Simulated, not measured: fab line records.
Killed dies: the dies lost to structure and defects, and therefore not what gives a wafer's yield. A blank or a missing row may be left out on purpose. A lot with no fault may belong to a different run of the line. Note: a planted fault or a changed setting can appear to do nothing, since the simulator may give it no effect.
fab line records	flow n5-finfet
record: lots: 6	wafers: 16	last-day: 17
route steps=1938 shown FIN_SAQP@97 BEOL_M4@1111
lots that met no fault: from a run of the same line without faults
start-h: start of the lot's first displayed wafer, in hours after the record's first day	wait-h: how many hours have passed since the lot's step before this one	" repeats the value in the row above	L1.1+2: a single row standing in for several wafers	- no value, or no start was given	* or withheld: withheld	< > ~ a bound
route shown NAME@n: a module of which the file shows steps, and the number in the route of the first	usual: mean/standard deviation of fault-free wafers	same: alike in all rows	chamber/n: place in a boat	sites: readings site by site	_std_site: how widely they spread, as a standard deviation	_edge_site: mean of outer sites minus mean of inner sites	radius-mm: how far each site lies from the wafer's centre	mask NAME#n: copy n	behind: the most recent tool/chamber to have shaped the wafer	hold: why the lot was held/for how many hours/how that ended	device: transistor that didn't switch, given as n, p or np	end of line: tests of these same wafers at the route's end	a step without rows: its recipe alone	killed: the dies lost at the first sort to structure and to defects; this is not the yield of the wafer	map: the dies of a wafer, with x for killed, . for not killed, _ for no die there
set.NAME: setting as actually run; set.NAME@STEP: the setting as run at that earlier step	model.NAME: the simulator's own value behind a step, which no gauge read
lots seen at some steps along the route; tables by step, rows by wafer
services: from which hour (start-h, from the record's first day; less than 0 if before it) a tool's chamber was out of use, for how many hours, and why
== steps ==
step: N5_FIN_SAQP_THK_MEAS_05
usual: thk-nm: 37.9/0.6
lot.wafer	tool	chamber	start-h	wait-h	thk-nm
L839.2	film-metro-02	-	45.13	0.1	37.6
L839.3	"	-	"	"	37.3
L839.4	"	-	"	"	37.6
L840.2	film-metro-01	-	51.42	0.1	37.3
L840.4	"	-	"	"	37.8
L840.6	"	-	"	"	37.5
L842.2	film-metro-01	-	62.89	0.1	37.9
L842.4	"	-	"	"	38.4
L847.2	film-metro-02	-	93.40	0.1	37.4
L847.5	"	-	"	"	38.1
L855.1	film-metro-01	-	141.06	0.1	38.2
L855.3	"	-	"	"	37.3
L855.4	"	-	"	"	39.0
L858.3	film-metro-02	-	159.62	0.1	37.1
L858.4	"	-	"	"	38.1
L858.5	"	-	"	"	37.7
step: N5_FIN_SAQP_PECVD_47
recipe: material: a-Si	target-thk-a: 450	temp-c: 400	precursor: SiH4/He	pressure-torr: 3	rf-w: 100	time-s: 36.3
usual: chamber-pressure-Torr: 2.999/0.0061	heater-power-w: 853/120	showerhead-plenum-p-Torr: 5.69/0.053	throttle-valve-pct: 18.2/0.88
lot.wafer	tool	chamber	start-h	wait-h	chamber-pressure-Torr	heater-power-w	showerhead-plenum-p-Torr	throttle-valve-pct
L839.2	pecvd-03	2	45.17	0.0	2.996	907	5.66	18.1
L839.3	"	0	"	"	2.992	917	5.77	18.0
L839.4	"	2	"	"	2.978	882	5.64	18.0
L840.2	pecvd-02	2	51.46	0.0	3.001	795	5.65	17.7
L840.4	"	2	"	"	3.010	823	5.66	17.4
L840.6	"	0	"	"	2.999	1173	5.71	18.0
L842.2	pecvd-02	0	62.92	0.0	2.996	1128	5.71	17.8
L842.4	"	0	"	"	2.998	1167	5.71	17.8
L847.2	pecvd-04	0	93.44	0.0	3.003	795	5.64	19.1
L847.5	"	2	"	"	2.995	974	5.64	16.6
L855.1	pecvd-02	1	141.10	0.0	2.992	653	5.68	19.7
L855.3	"	2	"	"	3.005	801	5.66	17.6
L855.4	"	2	"	"	2.994	797	5.66	17.3
L858.3	pecvd-04	1	159.66	0.0	3.012	881	5.75	17.7
L858.4	"	0	"	"	3.007	746	5.62	19.2
L858.5	"	1	"	"	3.001	896	5.74	17.4
step: N5_FIN_SAQP_PECVD_48
recipe: material: SiNx	target-thk-a: 250	temp-c: 400	precursor: SiH4/NH3/N2	pressure-torr: 1.5	rf-w: 300	time-s: 22.1
usual: chamber-pressure-Torr: 1.500/0.0033	heater-power-w: 786/120	showerhead-plenum-p-Torr: 5.17/0.07	throttle-valve-pct: 39.9/1.9
lot.wafer	tool	chamber	start-h	wait-h	chamber-pressure-Torr	heater-power-w	showerhead-plenum-p-Torr	throttle-valve-pct
L839.2	pecvd-03	2	45.23	0.0	1.504	717	5.13	40.2
L839.3	"	0	"	"	1.503	851	5.29	39.6
L839.4	"	2	"	"	1.504	739	5.13	40.1
L840.2	pecvd-02	2	51.50	0.0	1.503	659	5.12	38.4
L840.4	"	2	"	"	1.500	638	5.14	38.3
L840.6	"	0	"	"	1.500	1075	5.20	39.2
L842.2	pecvd-02	0	62.96	0.0	1.499	1086	5.20	39.6
L842.4	"	0	"	"	1.497	1097	5.20	39.4
L847.2	pecvd-04	0	93.48	0.0	1.499	733	5.07	41.6
L847.5	"	2	"	"	1.496	772	5.11	36.7
L855.1	pecvd-02	1	141.14	0.0	1.500	592	5.17	42.7
L855.3	"	2	"	"	1.497	641	5.13	38.5
L855.4	"	2	"	"	1.506	664	5.12	38.5
L858.3	pecvd-04	1	159.70	0.0	1.494	752	5.25	38.6
L858.4	"	0	"	"	1.499	677	5.09	42.1
L858.5	"	1	"	"	1.502	759	5.23	38.6
step: N5_FIN_SAQP_PECVD_06
recipe: material: a-Si	target-thk-a: 600	temp-c: 400	precursor: SiH4/He	pressure-torr: 3	rf-w: 100	time-s: 48.1
usual: chamber-pressure-Torr: 3.001/0.0057	heater-power-w: 864/110	showerhead-plenum-p-Torr: 5.69/0.053	throttle-valve-pct: 18.2/0.86
lot.wafer	tool	chamber	start-h	wait-h	chamber-pressure-Torr	heater-power-w	showerhead-plenum-p-Torr	throttle-valve-pct
L839.2	pecvd-03	2	45.29	0.0	2.998	852	5.67	18.4
L839.3	"	0	"	"	2.989	932	5.78	18.4
L839.4	"	2	"	"	3.002	856	5.66	18.2
L840.2	pecvd-02	2	51.54	0.0	3.006	820	5.67	17.5
L840.4	"	2	"	"	2.997	814	5.64	17.3
L840.6	"	0	"	"	2.991	1099	5.71	17.9
L842.2	pecvd-02	0	63.00	0.0	3.009	1123	5.72	18.1
L842.4	"	0	"	"	3.001	1177	5.72	17.9
L847.2	pecvd-04	0	93.52	0.0	3.003	787	5.62	18.7
L847.5	"	2	"	"	3.001	947	5.63	17.1
L855.1	pecvd-02	1	141.18	0.0	2.997	649	5.71	19.2
L855.3	"	2	"	"	3.004	778	5.67	17.6
L855.4	"	2	"	"	3.004	777	5.65	17.9
L858.3	pecvd-04	1	159.74	0.0	2.999	871	5.76	17.6
L858.4	"	0	"	"	3.008	742	5.63	19.0
L858.5	"	1	"	"	2.996	886	5.75	17.7
step: N5_FIN_SAQP_THK_MEAS_07
usual: thk-nm: 60.2/0.78
lot.wafer	tool	chamber	start-h	wait-h	thk-nm
L839.2	film-metro-01	-	45.41	0.1	59.5
L839.3	"	-	"	"	60.4
L839.4	"	-	"	"	60.8
L840.2	film-metro-02	-	51.63	0.1	59.5
L840.4	"	-	"	"	61.0
L840.6	"	-	"	"	60.6
L842.2	film-metro-02	-	63.09	0.1	60.0
L842.4	"	-	"	"	61.3
L847.2	film-metro-02	-	93.61	0.1	59.7
L847.5	"	-	"	"	60.3
L855.1	film-metro-01	-	141.27	0.1	59.9
L855.3	"	-	"	"	59.8
L855.4	"	-	"	"	60.6
L858.3	film-metro-02	-	159.83	0.1	58.7
L858.4	"	-	"	"	60.9
L858.5	"	-	"	"	59.7
step: N5_FIN_SAQP_HM_DEP_72
recipe: material: SiO2	target-thk-a: 120	temp-c: 400	precursor: SiH4/N2O	pressure-torr: 0.75	rf-w: 275	time-s: 7.2
usual: chamber-pressure-Torr: 0.7500/0.0017	heater-power-w: 794/96	showerhead-plenum-p-Torr: 8.24/0.16
lot.wafer	tool	chamber	start-h	wait-h	chamber-pressure-Torr	heater-power-w	showerhead-plenum-p-Torr
L839.2	pecvd-03	2	45.44	0.0	0.7521	831	8.10
L839.3	"	0	"	"	0.7490	887	8.45
L839.4	"	2	"	"	0.7519	836	8.09
L840.2	pecvd-04	1	51.66	0.0	0.7510	797	8.36
L840.4	"	2	"	"	0.7521	885	8.11
L840.6	"	0	"	"	0.7507	722	8.02
L842.2	pecvd-04	1	63.13	0.0	0.7471	748	8.35
L842.4	"	1	"	"	0.7500	748	8.36
L847.2	pecvd-02	2	93.65	0.0	0.7493	737	8.13
L847.5	"	1	"	"	0.7522	687	8.21
L855.1	pecvd-03	2	141.30	0.0	0.7480	809	8.12
L855.3	"	1	"	"	0.7478	726	8.44
L855.4	"	2	"	"	0.7511	822	8.09
L858.3	pecvd-03	1	159.86	0.0	0.7485	787	8.44
L858.4	"	1	"	"	0.7500	775	8.43
L858.5	"	0	"	"	0.7518	858	8.46
step: N5_FIN_SAQP_COAT_49
recipe: resist: SOC	temp-c: 250	time-s: 60	spin-rpm: 1500	resist-thk-nm: 100
step: N5_FIN_SAQP_COAT_50
recipe: resist: SiARC	temp-c: 220	time-s: 60	spin-rpm: 1500	resist-thk-nm: 35
step: N5_FIN_SAQP_COAT_10
recipe: resist: CAR-ArF	spin-rpm: 1500	resist-thk-nm: 90
step: N5_FIN_SAQP_EBR_12
recipe: solvent: PGMEA	ebr-width-mm: 1.5
step: N5_FIN_SAQP_SOFTBAKE_11
recipe: temp-c: 110	time-s: 60	resist: CAR-ArF
step: N5_FIN_SAQP_EXPOSE_13
recipe: mask-id: FIN_CORE	na: 1.35	source-shape: dipole	sigma-inner: 0.538	sigma-outer: 0.738	polarization: te	target-cd-nm: 35.6	dose-mj: 63.25
step: N5_FIN_SAQP_PEB_14
recipe: peb-temp-c: withheld	peb-time-s: 60	resist: CAR-ArF
lot.wafer	tool	chamber	start-h	wait-h
L839.2+3+4	litho-track-05	0	45.72	0.0
L840.2+4+6	litho-track-03	0	52.05	0.1
L842.2+4	litho-track-03	0	63.51	0.0
L847.2+5	litho-track-03	0	93.90	0.0
L855.1+3+4	litho-track-02	0	141.56	0.1
L858.3+4+5	litho-track-02	0	160.24	0.0
step: N5_FIN_SAQP_DEVELOP_15
recipe: develop-time-s: 30	developer: TMAH	resist: CAR-ArF	dev-temp-c: 23	rinse-liquid: diw	dry: air-spin
step: N5_FIN_SAQP_CD_MEAS_16
recipe: target-cd-nm: 35.6	landing-energy-ev: 500	detector: se-inlens
usual: cd-nm: 35.64/0.3
lot.wafer	tool	chamber	start-h	wait-h	cd-nm
L839.2	cd-sem-03	0	45.79	-	35.65
L839.3	"	0	"	"	35.20
L839.4	"	0	"	"	35.94
L840.2	cd-sem-03	0	52.12	-	35.38
L840.4	"	0	"	"	35.41
L840.6	"	0	"	"	35.49
L842.2	cd-sem-01	0	63.58	-	36.20
L842.4	"	0	"	"	34.72
L847.2	cd-sem-03	0	93.97	-	35.48
L847.5	"	0	"	"	34.47
L855.1	cd-sem-02	0	141.63	-	35.17
L855.3	"	0	"	"	35.59
L855.4	"	0	"	"	35.19
L858.3	cd-sem-03	0	160.32	-	35.39
L858.4	"	0	"	"	35.17
L858.5	"	0	"	"	34.92
step: N5_FIN_SAQP_OVL_MEAS_17
recipe: points-per-wafer: 44
usual: FIN_CORE_OVL: 0.2/0.87
lot.wafer	tool	chamber	start-h	wait-h	FIN_CORE_OVL[nm]
L839.2	overlay-02	0	45.83	0.0	0.4
L839.3	"	0	"	"	0.1
L839.4	"	0	"	"	-1.0
L840.2	overlay-02	0	52.15	0.0	-0.2
L840.4	"	0	"	"	-0.1
L840.6	"	0	"	"	-0.8
L842.2	overlay-02	0	63.62	0.0	-0.3
L842.4	"	0	"	"	0.4
L847.2	overlay-01	0	94.01	0.0	1.0
L847.5	"	0	"	"	-0.3
L855.1	overlay-01	0	141.67	0.0	0.1
L855.3	"	0	"	"	-1.0
L855.4	"	0	"	"	0.3
L858.3	overlay-01	0	160.35	0.0	0.3
L858.4	"	0	"	"	-0.3
L858.5	"	0	"	"	-0.1
step: N5_BEOL_M4_RC_MEAS_101
usual: DIBL_N: 35.8/1.6	DIBL_P: 36.0/2.1	IOFF_N: 0.153/0.026	IOFF_P: 0.21/0.037	ION_N: 673/11	ION_P: 462/7.6	SS_N: 71.4/0.53	SS_P: 73.2/0.67	VT_N: 250/3.2	VT_P: -250/3.7
lot.wafer	tool	chamber	start-h	wait-h	DIBL_N[mV/V]	DIBL_P[mV/V]	IOFF_N[nA/um]	IOFF_P[nA/um]	ION_N[uA/um]	ION_P[uA/um]	SS_N[mV/dec]	SS_P[mV/dec]	VT_N[mV]	VT_P[mV]
L839.2	prober-01	0	198.29	0.2	37.3	36.1	0.193	0.26	678	470	71.4	73.4	243	-244
L839.3	"	0	"	"	37.0	35.8	0.178	0.25	677	470	71.6	73.5	246	-246
L839.4	"	0	"	"	36.1	35.0	0.171	0.24	693	480	71.1	73.5	246	-245
L840.2	prober-02	0	198.70	0.2	36.6	37.1	0.172	0.22	672	459	71.9	73.7	247	-251
L840.4	"	0	"	"	33.8	34.0	0.122	0.17	655	456	71.3	72.7	253	-254
L840.6	"	0	"	"	35.9	37.2	0.163	0.23	678	462	71.9	73.0	249	-249
L842.2	prober-01	0	207.93	0.2	34.9	34.4	0.124	0.17	665	462	70.3	73.4	255	-252
L842.4	"	0	"	"	35.6	35.0	0.137	0.19	671	461	70.3	72.8	249	-252
L847.2	prober-02	0	240.85	0.2	34.3	34.2	0.139	0.19	684	462	71.4	72.5	250	-249
L847.5	"	0	"	"	35.3	34.1	0.137	0.19	665	462	70.9	72.5	252	-251
L855.1	prober-02	0	285.26	0.0	34.6	36.0	0.152	0.20	669	464	71.7	71.9	251	-249
L855.3	"	0	"	"	36.1	38.1	0.192	0.26	680	469	72.4	73.9	247	-248
L855.4	"	0	"	"	34.1	35.4	0.149	0.21	665	457	71.0	72.8	250	-248
L858.3	prober-01	0	306.44	0.3	36.8	34.1	0.152	0.18	670	456	71.5	73.1	252	-255
L858.4	"	0	"	"	36.2	35.0	0.149	0.20	674	455	71.8	73.4	251	-254
L858.5	"	0	"	"	35.1	33.0	0.130	0.17	664	455	71.4	73.3	253	-254
== services ==
tool	chamber	start-h	hours	kind
litho-track-02	-	42.32	-	consumable-replace:filter
pecvd-03	1	42.80	22.1	repair
pecvd-02	1	55.38	5.5	scheduled-down
pecvd-03	-	60.58	14.6	pm
pecvd-02	0	69.96	2.1	scheduled-down
litho-track-03	-	71.47	-	consumable-replace:filter
pecvd-04	2	76.52	2.1	scheduled-down
pecvd-02	-	139.84	0.3	repair
== key ==
first-sign: step: N5_FIN_SAQP_CD_MEAS_16	reading: cd-nm	direction: down	sigmas: 3.5	usual: 35.64	struck: 34.60
effect none on later readings
met-at N5_FIN_SAQP_PEB_14
struck-wafers L842.4,L847.5
onset-between 52.05 63.51
fault: kind: process-parameter-drift	tool: litho-track-03	chamber: -	onset-h: 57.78	steps: N5_FIN_SAQP_PEB_14	channel: peb-time-s	offset: *	shape: step	end-h: 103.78	scope: struck-wafers-only	acts-in: *	stated: *
